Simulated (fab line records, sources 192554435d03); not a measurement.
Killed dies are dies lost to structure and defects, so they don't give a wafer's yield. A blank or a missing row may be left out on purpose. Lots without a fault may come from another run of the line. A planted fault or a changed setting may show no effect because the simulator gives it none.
One fault seen from 3 desks | flow n5_finfet | each desk has only its own numbers; what lay behind them comes last

THE DEFECT DESK
What the inspections along the route counted, lot by lot: means of the sampled wafers that have a number. A lot is out of limits, marked OUT, if its mean lies more than 4 standard deviations from the usual mean; the brackets give that distance.
Columns: A = raw_defect_count at N5_DUMMY_GATE_INSPECT_27, usual 313; B = raw_defect_count at N5_SPACER0_INSPECT_04, usual 146
lot  | first seen here | A   | B
L896 | day 3 03:24     | 347 | 119
L898 | day 3 11:10     | 310 | 200
L901 | day 4 04:53     | 360 | 138
L902 | day 4 13:22     | 486 | 194
L910 | day 6 11:31     | 244 | 111
L911 | day 6 16:46     | 229 | 135
This desk's finding: nothing out of limits on any of the 6 lots.

THE TOOL OWNER'S DESK: litho_track-02
The tool's own readings at N5_SD_EPI_N_COAT_32 (time 60 s, resist thk 350 nm): means of the sampled wafers that have a number, for each lot that ran on this tool. A lot is out of limits, marked OUT, if its mean lies more than 4 standard deviations from the usual mean; the brackets give that distance.
Columns: A = spin_speed_rpm at N5_SD_EPI_N_COAT_32, usual 1500.0 rpm
lot  | first seen here | A
L898 | day 3 11:47     | 1500.3
L901 | day 4 05:31     | 1459.7 (-42) OUT
L902 | day 4 14:01     | 1460.4 (-41) OUT
This desk's finding: out of limits on L901, L902; first on L901, day 4 05:31 (spin_speed_rpm at N5_SD_EPI_N_COAT_32). In limits: L898.

THE METROLOGY DESK
What the gauges read, lot by lot, whatever tool the lot ran on: means of the sampled wafers that have a number. A lot is out of limits, marked OUT, if its mean lies more than 4 standard deviations from the usual mean; the brackets give that distance. Of its 10 readings 7 are shown: those that lie furthest out on some lot.
Columns: A = DIBL_N at N5_BEOL_M4_RC_MEAS_101, usual 36.1 mV/V; B = DIBL_P at N5_BEOL_M4_RC_MEAS_101, usual 35.8 mV/V; C = IOFF_P at N5_BEOL_M4_RC_MEAS_101, usual 0.21 nA/um; D = ION_N at N5_BEOL_M4_RC_MEAS_101, usual 673 uA/um; E = ION_P at N5_BEOL_M4_RC_MEAS_101, usual 461 uA/um; F = SS_N at N5_BEOL_M4_RC_MEAS_101, usual 71.4 mV/dec; G = VT_P at N5_BEOL_M4_RC_MEAS_101, usual -250 mV
lot  | first seen here | A    | B    | C    | D   | E   | F    | G
L896 | day 8 07:24     | 35.3 | 34.5 | 0.19 | 669 | 457 | 70.9 | -252
L898 | day 8 18:21     | 35.6 | 35.2 | 0.18 | 664 | 458 | 71.5 | -252
L901 | day 9 11:01     | 39.2 | 39.4 | 0.26 | 683 | 463 | 72.2 | -247
L902 | day 9 18:11     | 34.7 | 34.2 | 0.16 | 653 | 446 | 71.1 | -255
L910 | day 11 14:09    | 34.4 | 33.9 | 0.17 | 675 | 461 | 70.9 | -253
L911 | day 11 19:49    | 35.3 | 35.2 | 0.20 | 668 | 461 | 71.0 | -251
This desk's finding: nothing out of limits on any of the 6 lots.

PUT TOGETHER
The tool owner's desk could have raised an alarm at day 4 05:31, on L901, L902.
The defect desk saw nothing out of limits.
The metrology desk saw nothing out of limits.
The defect desk has L901, L902 on record, within its limits.
The metrology desk has L901, L902 on record, within its limits.
Of the lots named, all ran N5_SD_EPI_N_COAT_32 on litho_track-02.

WHAT THE SIMULATOR HAD PUT IN
Process parameter drift: litho_track-02, from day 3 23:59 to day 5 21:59, at N5_SD_EPI_N_COAT_32. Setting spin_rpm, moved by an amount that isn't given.
Lots struck among those shown: L901, L902.
Hours from the fault's start to each desk's first reading out of limits: the tool owner's desk, 6.
